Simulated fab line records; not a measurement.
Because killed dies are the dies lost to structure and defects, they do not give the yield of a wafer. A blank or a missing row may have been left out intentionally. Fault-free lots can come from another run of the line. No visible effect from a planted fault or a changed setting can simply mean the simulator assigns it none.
fab line records ; flow n5_finfet
record lots=3; wafers=9; last_day=18
route steps=1938 shown STI_FIN_REVEAL@206 DUMMY_GATE@212 SPACER0@261 SD_EPI_N@272 BEOL_M4@1111 PASSIVATION@1936
lots that met no fault: from a run of the same line without faults
start_h: hours from the record's opening day to when the first of the lot's shown wafers began ; wait_h: time in hours since the lot's previous step ; " unchanged from the row above ; L1.1+2: a row that stands for several wafers ; - no value, or no start given ; * or withheld: withheld ; < > ~ a bound
route shown NAME@n: a module of which the file shows steps, and the number in the route of the first ; usual: mean/standard deviation taken from wafers without a fault ; same: alike in all rows ; chamber/n: place in a boat ; sites: the reading at each site ; _std_site: the standard deviation of these ; _edge_site: the outer-site mean with the inner-site mean subtracted ; radius_mm: how far each site lies from the wafer's centre ; mask NAME#n: copy n ; behind: tool/chamber where the wafer was last shaped ; hold: reason for holding the lot/hours on hold/outcome of the hold ; device: which transistor (n, p or np) failed to switch ; end of line: the same wafers' tests at the end of the route ; a step given without rows: its recipe and nothing more ; killed: dies lost to structure and defects at the first sort, not the wafer's yield ; map: per-die view of a wafer (x killed, . not killed, _ where there is no die)
set.NAME: the setting that was run; set.NAME@STEP: the one run at that earlier step ; model.NAME: the simulator's own value behind a step, which no gauge read
a table for each step, a row for each wafer; lots at some steps of the route
services: a tool's chamber out of use, with start hour (start_h, from the record's first day; less than 0 if before it), hours out, and reason
## steps
# step N5_STI_FIN_REVEAL_SRD_23
# recipe dry=ipa_marangoni; time_s=30; temp_c=23; rinse_liquid=diw
# step N5_STI_FIN_REVEAL_PRECLEAN_18
# recipe chemistry=SC2; time_s=45; temp_c=35; mix=1:1:50
# step N5_STI_FIN_REVEAL_SRD_28
# recipe dry=ipa_marangoni; time_s=30; temp_c=23; rinse_liquid=diw
# step N5_DUMMY_GATE_PRECLEAN_00
# recipe chemistry=O3/DIW; time_s=60; temp_c=22; o3_ppm=10
# step N5_DUMMY_GATE_SRD_01
# recipe time_s=30; temp_c=23; rinse_liquid=diw; dry=ipa_marangoni
# step N5_DUMMY_GATE_ALD_02
# recipe material=SiO2; target_thk_a=20; temp_c=300; ald_precursor_family=BDEAS; ald_co_reactant=O2-plasma; pulse_time_s=1; pressure_torr=2
# step N5_DUMMY_GATE_CVD_03
# recipe material=a-Si; target_thk_a=1500; temp_c=530; precursor=SiH4; time_s=8042
# step N5_DUMMY_GATE_PRECLEAN_46
# recipe chemistry=DIW; time_s=89.5; temp_c=23
# step N5_DUMMY_GATE_SRD_47
# recipe dry_time_s=32; dry=n2_spin; spin_rpm=1500
# step N5_DUMMY_GATE_CMP_04
# recipe material=a-Si; post_cmp_clean=alkaline_brush
# usual motor_current_A=10.0/0.71; time_to_endpoint_s=13.1/2.1
lot.wafer;tool;chamber;start_h;wait_h;motor_current_A;time_to_endpoint_s
L527.3;cmp-02;2;95.72;0.0;10.0;10.3
L527.1;cmp-02;3;95.72;0.0;10.0;10.8
L527.2;cmp-02;1;95.72;0.0;9.3;10.7
L533.2;cmp-01;2;133.43;0.2;11.4;15.7
L533.6;cmp-01;1;133.43;0.2;10.7;15.4
L533.5;cmp-01;2;133.43;0.2;10.7;12.9
L540.3;cmp-02;1;176.61;0.1;9.2;15.4
L540.1;cmp-02;2;176.61;0.1;9.8;15.4
L540.5;cmp-02;3;176.61;0.1;9.8;12.6
# step N5_DUMMY_GATE_HM_DEP_06
# recipe material=SiNx; target_thk_a=800; precursor=DCS/NH3; temp_c=700; pressure_mtorr=300; time_s=5141
# step N5_DUMMY_GATE_PECVD_30
# recipe material=SiO2; target_thk_a=550; temp_c=400; precursor=TEOS/O2; pressure_torr=6.5; rf_w=withheld; teos_flow_sccm=withheld; gas=O2; flow_sccm=2650; time_s=10.8
# step N5_DUMMY_GATE_COAT_34
# recipe resist=SOC; temp_c=250; time_s=60; spin_rpm=1500; resist_thk_nm=60
# step N5_DUMMY_GATE_COAT_35
# recipe resist=SiARC; temp_c=220; time_s=60; spin_rpm=1500; resist_thk_nm=10
# step N5_DUMMY_GATE_COAT_28
# recipe resist=underlayer; temp_c=205; time_s=60; spin_rpm=1500; resist_thk_nm=10
# step N5_DUMMY_GATE_COAT_09
# recipe resist=CAR-EUV; spin_rpm=1500; resist_thk_nm=30
# step N5_DUMMY_GATE_EBR_11
# recipe solvent=PGMEA; ebr_width_mm=1.5
# step N5_DUMMY_GATE_SOFTBAKE_10
# recipe temp_c=110; time_s=60; resist=CAR-EUV
# step N5_DUMMY_GATE_EXPOSE_12
# recipe mask_id=GATE; na=0.33; source_shape=annular; sigma_inner=0.2; sigma_outer=0.6; polarization=unpolarized; target_cd_nm=25; dose_mj=34
# step N5_DUMMY_GATE_PEB_13
# recipe peb_temp_c=100; peb_time_s=60; resist=CAR-EUV
# step N5_DUMMY_GATE_DEVELOP_14
# recipe develop_time_s=30; developer=TMAH; resist=CAR-EUV; rinse_liquid=surfactant_rinse; dry=air_spin; dev_temp_c=23
# step N5_DUMMY_GATE_INSPECT_17
# recipe mode=adi; inspect_instrument=brightfield
# usual raw_defect_count=226/62
lot.wafer;tool;chamber;start_h;wait_h;raw_defect_count
L527.1;defect_inspect-01;-;100.48;0.1;190
L527.2;defect_inspect-01;-;100.48;0.1;192
L527.3;defect_inspect-01;-;100.48;0.1;1124
L533.2;defect_inspect-02;-;140.82;0.0;288
L533.5;defect_inspect-02;-;140.82;0.0;265
L533.6;defect_inspect-02;-;140.82;0.0;192
L540.1;defect_inspect-01;-;183.80;0.1;199
L540.3;defect_inspect-01;-;183.80;0.1;152
L540.5;defect_inspect-01;-;183.80;0.1;148
# step N5_DUMMY_GATE_DESCUM_20
# recipe chemistry=O2; time_s=6.2; source_power_w=50; bias_power_w=20; pressure_mtorr=20; rf_frequency_hz=2.712e+07; temp_c=40; resist=CAR-EUV; o2_flow_sccm=225
# step N5_DUMMY_GATE_ETCH_29
# recipe chemistry=N2/H2; target=underlayer; target_depth_a=130; ion_energy_ev=200; pressure_mtorr=30; source_w=840; bias_w=150; n2_flow_sccm=200; h2_flow_sccm=200
# step N5_DUMMY_GATE_ETCH_36
# recipe chemistry=CF4; target=SiARC; target_depth_a=130; pressure_mtorr=40; source_w=545; bias_w=36; Ar_flow_sccm=100; cf4_flow_sccm=100; ion_energy_ev=80
# step N5_DUMMY_GATE_ETCH_37
# recipe chemistry=N2/H2; target=SOC; target_depth_a=600; overetch_a=300; temp_c=40; ion_energy_ev=200; pressure_mtorr=30; source_w=840; bias_w=150; n2_flow_sccm=200; h2_flow_sccm=200
# step N5_DUMMY_GATE_STRIP_38
# recipe chemistry=N2/H2; temp_c=40; n2_flow_sccm=200; h2_flow_sccm=200; rf_frequency_hz=6e+07
# step N5_DUMMY_GATE_STRIP_39
# recipe chemistry=N2/H2; temp_c=40; n2_flow_sccm=200; h2_flow_sccm=200; rf_frequency_hz=6e+07
# step N5_DUMMY_GATE_TRIM_49
# recipe chemistry=O2; resist=SOC; time_s=29; target_cd_nm=14; source_power_w=300; bias_power_w=0; O2_flow_sccm=100; temp_c=20
# step N5_DUMMY_GATE_STRIP_40
# recipe chemistry=CF4; resist=SiARC; power_w=300; bias_power_w=75; pressure_mtorr=50; cf4_flow_sccm=150; rf_frequency_hz=6e+07
# step N5_DUMMY_GATE_ETCH_31
# recipe chemistry=C4F6/O2; target=SiO2; mask_material=SOC; target_depth_a=825; time_s=27.5; ion_energy_ev=250; pressure_mtorr=30; source_w=345; bias_w=185; Ar_flow_sccm=300; C4F6_flow_sccm=10; O2_flow_sccm=10
# step N5_DUMMY_GATE_STRIP_41
# recipe chemistry=O2; power_w=400; temp_c=40; pressure_mtorr=30; rf_frequency_hz=6e+07; bias_power_w=0; overash_fraction=0.3; o2_flow_sccm=225
# step N5_DUMMY_GATE_HM_OPEN_21
# recipe chemistry=CH3F/O2; target=SiNx; target_depth_a=1200; Ar_flow_sccm=150; CH3F_flow_sccm=30; O2_flow_sccm=23; time_s=171.4; pressure_mtorr=30; source_w=395; bias_w=73; ion_energy_ev=120.7
# step N5_DUMMY_GATE_ETCH_32
# recipe chemistry=CF4; target=SiO2; target_depth_a=35; time_s=3.9; ion_energy_ev=350; pressure_mtorr=10; icp_w=800; bias_w=400; cf4_flow_sccm=80
# step N5_DUMMY_GATE_ETCH_23
# recipe chemistry=HBr/Cl2/O2; HBr_flow_sccm=150; Cl2_flow_sccm=80; O2_flow_sccm=12; bias_w=102; target_depth_a=410; time_s=22.3; target=poly-Si; mask_material=SiO2; pressure_mtorr=10; icp_w=800
# step N5_DUMMY_GATE_INSPECT_27
# recipe inspect_instrument=brightfield; mode=aei
# usual raw_defect_count=341/93
lot.wafer;tool;chamber;start_h;wait_h;raw_defect_count
L527.1;defect_inspect-02;-;101.78;0.0;248
L527.2;defect_inspect-02;-;101.78;0.0;300
L527.3;defect_inspect-02;-;101.78;0.0;1230
L533.2;defect_inspect-02;-;142.62;0.0;429
L533.5;defect_inspect-02;-;142.62;0.0;359
L533.6;defect_inspect-02;-;142.62;0.0;277
L540.1;defect_inspect-01;-;184.99;0.0;305
L540.3;defect_inspect-01;-;184.99;0.0;226
L540.5;defect_inspect-01;-;184.99;0.0;217
# step N5_SPACER0_INSPECT_04
# recipe inspect_instrument=darkfield; mode=post_dep
# usual raw_defect_count=159/40
lot.wafer;tool;chamber;start_h;wait_h;raw_defect_count
L527.1;defect_inspect-01;-;102.38;0.1;128
L527.2;defect_inspect-01;-;102.38;0.1;138
L527.3;defect_inspect-01;-;102.38;0.1;1037
L533.2;defect_inspect-01;-;143.23;0.1;206
L533.5;defect_inspect-01;-;143.23;0.1;172
L533.6;defect_inspect-01;-;143.23;0.1;148
L540.1;defect_inspect-02;-;188.20;0.1;105
L540.3;defect_inspect-02;-;188.20;0.1;96
L540.5;defect_inspect-02;-;188.20;0.1;107
# step N5_SD_EPI_N_INSPECT_11
# recipe mode=adi; inspect_instrument=macro
# usual raw_defect_count=2.0/1.4
lot.wafer;tool;chamber;start_h;wait_h;raw_defect_count
L527.1;defect_inspect-02;-;102.84;0.0;2
L527.2;defect_inspect-02;-;102.84;0.0;1
L527.3;defect_inspect-02;-;102.84;0.0;>300
L533.2;defect_inspect-02;-;143.68;0.0;1
L533.5;defect_inspect-02;-;143.68;0.0;2
L533.6;defect_inspect-02;-;143.68;0.0;1
L540.1;defect_inspect-01;-;188.65;0.0;1
L540.3;defect_inspect-01;-;188.65;0.0;1
L540.5;defect_inspect-01;-;188.65;0.0;3
# step N5_BEOL_M4_RC_MEAS_101
# usual DIBL_N=35.9/1.2; DIBL_P=35.9/1.4; IOFF_N=0.149/0.02; IOFF_P=0.205/0.022; ION_N=671/8.8; ION_P=461/5.9; SS_N=71.4/0.51; SS_P=73.2/0.56; VT_N=250.6/2.5; VT_P=-250.1/2.3
lot.wafer;tool;chamber;start_h;wait_h;DIBL_N[mV/V];DIBL_P[mV/V];IOFF_N[nA/um];IOFF_P[nA/um];ION_N[uA/um];ION_P[uA/um];SS_N[mV/dec];SS_P[mV/dec];VT_N[mV];VT_P[mV]
L527.1;prober-01;0;261.15;0.0;36.1;36.4;0.159;0.195;678;462;71.8;74.0;249.0;-251.3
L527.2;prober-01;0;261.15;0.0;36.3;36.8;0.158;0.198;671;456;71.2;74.6;251.2;-252.5
L527.3;prober-01;0;261.15;0.0;36.4;36.4;0.171;0.194;684;456;71.6;73.9;247.1;-250.9
L533.2;prober-01;0;288.10;0.2;36.5;36.9;0.165;0.210;662;456;71.9;73.4;249.6;-249.5
L533.5;prober-01;0;288.10;0.2;36.2;37.2;0.164;0.209;686;464;71.9;72.5;246.6;-248.3
L533.6;prober-01;0;288.10;0.2;36.6;37.1;0.173;0.212;675;462;71.8;73.0;247.6;-250.0
L540.1;prober-01;0;323.55;0.0;36.0;35.9;0.149;0.191;681;461;71.5;72.7;250.7;-251.3
L540.3;prober-01;0;323.55;0.0;33.8;33.3;0.113;0.160;656;451;71.0;72.1;252.8;-254.4
L540.5;prober-01;0;323.55;0.0;35.4;35.5;0.137;0.192;665;457;71.2;72.9;251.9;-251.6
# step N5_PASSIVATION_PROBE_49
# usual defect_limited_yield=91.1/1.4; killed_at_M0_to_M3=34/10; killed_at_M4_up=14/5.5; killed_at_contacts=12/5.1; killed_at_front_end=41/12; killed_at_other=4/3.1; killed_dies=105/17; killed_on_rim=13/3.7; killed_open=70/13; killed_short=33/7.6; sort_bin_5_function=5.3/0.98; sort_bin_6_memory=3.3/0.67; sort_n_pass=1075/17; sort_yield_pct=91.1/1.4
# same gross_dies=1180; killed_at_back_side=0; sort_bin_4_leakage[%]=0; sort_bin_8_speed[%]=0
lot.wafer;tool;chamber;start_h;wait_h;defect_limited_yield[%];killed_at_M0_to_M3;killed_at_M4_up;killed_at_contacts;killed_at_front_end;killed_at_other;killed_dies;killed_on_rim;killed_open;killed_short;sort_bin_5_function[%];sort_bin_6_memory[%];sort_n_pass;sort_yield_pct[%]
L527.3;prober-01;-;363.25;0.1;43.9;21;5;11;624;1;662;85;57;27;34.2;18.2;518;43.9
L540.1;prober-01;-;420.26;0.0;91.7;38;7;4;47;2;98;10;69;28;5.3;2.7;1082;91.7
L540.3;prober-01;-;420.36;0.1;90.7;54;13;17;24;2;110;13;84;24;5.4;3.4;1070;90.7
L540.5;prober-01;-;420.46;0.2;90.4;33;14;15;44;7;113;10;79;31;5.0;4.3;1067;90.4
# killed by level:class
L527.3 DUMMY_GATE:unspecified=577 FIN_SAQP:geometric_particle:open=14 MOL_CONTACT_COAG:geometric_particle:open=10 BEOL_M3:geometric_particle:open=8 FIN_SAQP:geometric_particle:short=5 ILD0:geometric_particle:short=4 GATE_CUT:geometric_particle:short=3 GATE_CUT:geometric_particle:open=3
L540.1 BEOL_M0_SAQP:geometric_particle:open=12 STI_FIN_REVEAL:geometric_particle:open=11 FIN_SAQP:geometric_particle:open=10 BEOL_M0_SAQP:geometric_particle:short=8 ILD0:geometric_particle:open=7 BEOL_M3:geometric_particle:open=7 BEOL_M1:geometric_particle:open=5 FIN_SAQP:geometric_particle:short=4
L540.3 BEOL_M3:geometric_particle:open=21 MOL_CONTACT_COAG:geometric_particle:open=13 BEOL_M1:geometric_particle:open=9 BEOL_M0_SAQP:geometric_particle:open=6 FIN_SAQP:geometric_particle:open=5 BEOL_M0_SAQP:geometric_particle:short=5 MOL_CONTACT_COAG:geometric_particle:short=4 BEOL_M0:geometric_particle:open=4
L540.5 MOL_CONTACT_COAG:geometric_particle:open=14 STI_FIN_REVEAL:geometric_particle:open=10 BEOL_M0_SAQP:geometric_particle:open=10 BEOL_M0_SAQP:geometric_particle:short=8 GATE_CUT:geometric_particle:short=7 FIN_SAQP:geometric_particle:open=6 FIN_SAQP:geometric_particle:short=5 BEOL_M2:geometric_particle:open=5
# map L527.3 (x killed, . not)
_________________..xxxx..x.xx________________
______________.x.x.xxxxx.x.xxx.x_____________
___________.xx.xxxxxxx.xxxxxx.xx.x.__________
__________xx..x..xxxx..x..xxx.x.x..x_________
________xxx.xxx.xx.xxxxxxx.xx..x.xxx.x_______
_______..x.x.xxxxxxx.x..xxxx.xxx.xx.x.x______
______...xx.xxxx...xxx...x.x...xxx.x..x._____
_____xxxx..xx.x.xx.x.x.xx.xxxxx......xxxx____
____x....x..xx..xx..xx....x.x.x.xx.x...xxx___
___xxx.xx.xx.x.xxxx.x....x.x.xxx.x..x..x..x__
___xxx...x.xxx..xx.xxxx.x.x.xxxx.xxxx..xx..__
__xxxxxxxxx.xx..xx.x.x.xx.xx.x.xxx.x..xxxxxx_
__x.xxxxxx.x..xx..xx..xxxxxxx.xxx..xxxxx.x.._
_..x.xx.x....x.xx.....xx.x.xxxx...xxxx..xx.x.
_xx.xx.....xx..x......x.x.x..x.x.xx.x.x.....x
_.xxxx.x..x..xxxx.......xxx.xxx.xxxxx.x.xx...
_xx.xxx..x....xxxx.xxx.....xx.....xxx.xx..xxx
_.x....xxxx.x.xxxxxxxx.xxx.....xx.x.xxxxx.xx.
_.....xxx.xx.xxxxxx..x.xx.x.xxx.x.x.x....x...
_x.x.xx..xxxx.xx.xx.x.xxxxx.x.xxx..x.x.x..xx.
_xx.x.xxxx..xxx.x...x...xx...xx.x.xx...xxxxxx
__x.xxx.xxxx..x.x.x.xxxxx...xxx.x...x.x...xx_
__x..xxxxx...x.x..x.x.x.x.xx..xxxxx.xxxxxx.._
___..x.x.xxx..xxxxxx.x.x..x..x.xx.xxxx.xxxx__
___.x.x.xx.x.x...x...x.xxx...xx.x.x....x.x.__
____.xx.x.xx..x..xxx........x..x.x..x...xx___
_____x.x..x...x..xx..xxxxx.xx.x..xxx..xx.____
______...xx..x...x.xxx.x.xxx.xxxxx.x.x.._____
_______x.xxxxx.x.x.xx...x.xxxx...xxx.xx______
________xx.x.xx.x..x..x.xxxxx.x.x.xx.x_______
__________xxx.xx.xxx...xxx..x.x.x..._________
___________x...x.xx..xxxx.x..x.x..x__________
______________.xx..x.x.xx..xxxxx_____________
_________________.x.xx...x...________________
# map L540.5 (x killed, . not)
_________________............________________
______________x...x............._____________
___________................x.......__________
__________.........................._________
________......x.....x.....x...x......._______
_______.....x...xx.....x.....x....x....______
______x................xx..............._____
_____....x...x.......x..x......xx..x.....____
____................xx.x.x..x...x........x___
___.................x..........x...........__
___...............xx.........x..........x..__
__.....x.......x..x......x.................._
__x...................x.....x.........x....._
_...........x......................x......xx.
_.x..............................x...........
_....xx....x..........x......................
_.............x...x...x......x.x.............
_.......x...............x.....x..........x..x
_..................xx....x...................
_.........x........x...x.....................
_.......x.........x.............x............
__........x.........x.....x....x..........x._
__...x.....x..x.x...x......x................_
___.....xx....xx...........................__
___......x...............x....x............__
____......................................___
_____......x.x..........x........x.......____
______x.x.........x.....x..............x_____
_______.....x..x.......................______
________................x........x...._______
__________..x........x.x.......x..x._________
___________.............x..........__________
______________....x.......x....._____________
_________________..........x.________________
## services
tool;chamber;start_h;hours;kind
cmp-01;-;92.45;1.4;repair
cmp-02;-;115.37;5.6;pm
cmp-02;-;121.00;1.9;repair
cmp-01;-;143.24;4.0;pm
cmp-01;-;147.24;-;consumable_replace:conditioner
cmp-01;-;147.24;-;consumable_replace:pad
cmp-01;-;159.33;3.0;repair
## key
first_sign step=N5_DUMMY_GATE_INSPECT_17; reading=raw_defect_count; direction=up; sigmas=15; usual=226; struck=1124
effect step=N5_DUMMY_GATE_INSPECT_27; reading=raw_defect_count; direction=up; sigmas=9.6; usual=341; struck=1230
effect step=N5_SPACER0_INSPECT_04; reading=raw_defect_count; direction=up; sigmas=22; usual=159; struck=1037
effect step=N5_SD_EPI_N_INSPECT_11; reading=raw_defect_count; direction=up; sigmas=99+; usual=2.0; struck=>300
effect step=N5_PASSIVATION_PROBE_49; reading=killed_at_front_end; direction=up; sigmas=47; usual=41; struck=624
more_kills_born_at N5_DUMMY_GATE_CMP_04@cmp-02=577
met_at N5_DUMMY_GATE_CMP_04
struck_wafers L527.3
fault kind=chamber_particle_source; tool=cmp-02; chamber=2; onset_h=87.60; steps=N5_DUMMY_GATE_CMP_04; rate_per_visit_cm2=1.3006; end_h=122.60
